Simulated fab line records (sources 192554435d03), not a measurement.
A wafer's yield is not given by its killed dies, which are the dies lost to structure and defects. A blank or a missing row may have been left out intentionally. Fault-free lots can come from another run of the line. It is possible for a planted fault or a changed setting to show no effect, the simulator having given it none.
Split-lot trial | flow n5-finfet | 21 wafers read from 7 lots, route of 1938 steps

== ABOUT THE SPLIT ==
At N5_BEOL_M11_EXPOSE_25 (exposes mask V10), the setting dose-mj was moved away from the recipe's 85.5 on 5 of the 21 wafers read, by -7.3% to +5.6%. All remaining wafers had this setting at the recipe value.

== FROM THE SPLIT TO THE READING: what the file shows between them, 2 steps ==
- N5_BEOL_M11_PEB_26: peb time 60 s
- N5_BEOL_M11_DEVELOP_27: develop time 30 s

== THE READING ==
cd-nm at N5_BEOL_M11_CD_MEAS_28, given in nm (cd target 70 nm). A value of 69.8 nm with a standard deviation of 0.95 nm is what fault-free wafers of this fab line usually give.

wafer  | tool, chamber at the split | dose-mj as run | against the recipe | cd-nm, nm | against lot-mates on the recipe
L075.3 | arfi-scanner-03, 0         | 85.5           | recipe             | 71.0      | -
L075.5 | arfi-scanner-03, 0         | 85.5           | recipe             | 71.0      | -
L075.6 | arfi-scanner-03, 0         | 85.5           | recipe             | 71.3      | -
L074.1 | arfi-scanner-01, 0         | 83.13          | -2.8%              | 66.8      | -2.8
L074.3 | arfi-scanner-01, 0         | 85.5           | recipe             | 69.7      | -
L074.5 | arfi-scanner-01, 0         | 85.5           | recipe             | 69.5      | -
L076.2 | arfi-scanner-01, 0         | 85.5           | recipe             | 71.8      | -
L076.4 | arfi-scanner-01, 0         | 85.5           | recipe             | 69.5      | -
L076.6 | arfi-scanner-01, 0         | 85.5           | recipe             | 71.8      | -
L077.1 | arfi-scanner-03, 0         | 79.28          | -7.3%              | 64.6      | -5.7
L077.2 | arfi-scanner-03, 0         | 85.5           | recipe             | 70.3      | -
L077.5 | arfi-scanner-03, 0         | 79.28          | -7.3%              | 64.4      | -5.9
L084.3 | arfi-scanner-02, 0         | 85.5           | recipe             | 69.4      | -
L084.4 | arfi-scanner-02, 0         | 85.5           | recipe             | 68.7      | -
L084.5 | arfi-scanner-02, 0         | 85.5           | recipe             | 68.5      | -
L086.1 | arfi-scanner-02, 0         | 89.54          | +4.7%              | 73.5      | +3.9
L086.3 | arfi-scanner-02, 0         | 85.5           | recipe             | 69.4      | -
L086.5 | arfi-scanner-02, 0         | 85.5           | recipe             | 69.8      | -
L096.4 | arfi-scanner-02, 0         | 85.5           | recipe             | 70.4      | -
L096.5 | arfi-scanner-02, 0         | 90.29          | +5.6%              | 75.6      | +5.4
L096.6 | arfi-scanner-02, 0         | 85.5           | recipe             | 69.9      | -

THE FIT
A straight line over all 21 wafers: cd-nm changes by +0.823 nm for each +1% of dose-mj; r = +0.93; the points scatter about the line by 0.97 nm.
The same after taking each lot's own level away (the mean of its wafers on the recipe; 21 wafers): +0.845 nm for each +1%; r = +0.98; scatter 0.52 nm.
That fit puts the effect of the largest move of dose-mj on the reading at 6.2 nm.
The lots' own levels span 68.87 to 71.10 nm, that is 2.4 times the standard deviation above.
The two slopes agree, so the slope changes little with the lot-to-lot level.
Check: with one of the wafers moved furthest among these (-7.3%) left out of the fit, the line predicts -6.32 nm for it against its lot-mates. Against them it came out at -5.7 nm.

== OTHER SPLITS ON THESE WAFERS ==
Before the reading, these wafers also passed through other splits. Each is held against what the fit with the lots' levels taken away leaves over:
other split on the same wafers     | wafers away from the commonest value | r with cd-nm (lot level and that fit taken away)
N5_BEOL_M7_DESCUM_33 time-s        | 7                                    | -0.29
N5_BEOL_M8_DESCUM_33 time-s        | 5                                    | +0.02
N5_BEOL_M8_ETCH_72 h2-flow-sccm    | 7                                    | +0.23
N5_BEOL_M8_VIA_ETCH_34 source-w    | 9                                    | -0.01
N5_BEOL_M8_TRENCH_ETCH_37 source-w | 8                                    | -0.02
N5_BEOL_M9_ETCH_66 time-s          | 6                                    | -0.24
N5_BEOL_M9_TRENCH_ETCH_37 time-s   | 6                                    | -0.21
N5_BEOL_M11_ILD_DEP_00 time-s      | 6                                    | +0.38
N5_BEOL_M11_COAT_22 spin-rpm       | 8                                    | +0.43

== FILE'S OWN FIT ==
cd-nm changes by +0.867 nm for each +1% of dose-mj, r = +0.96.
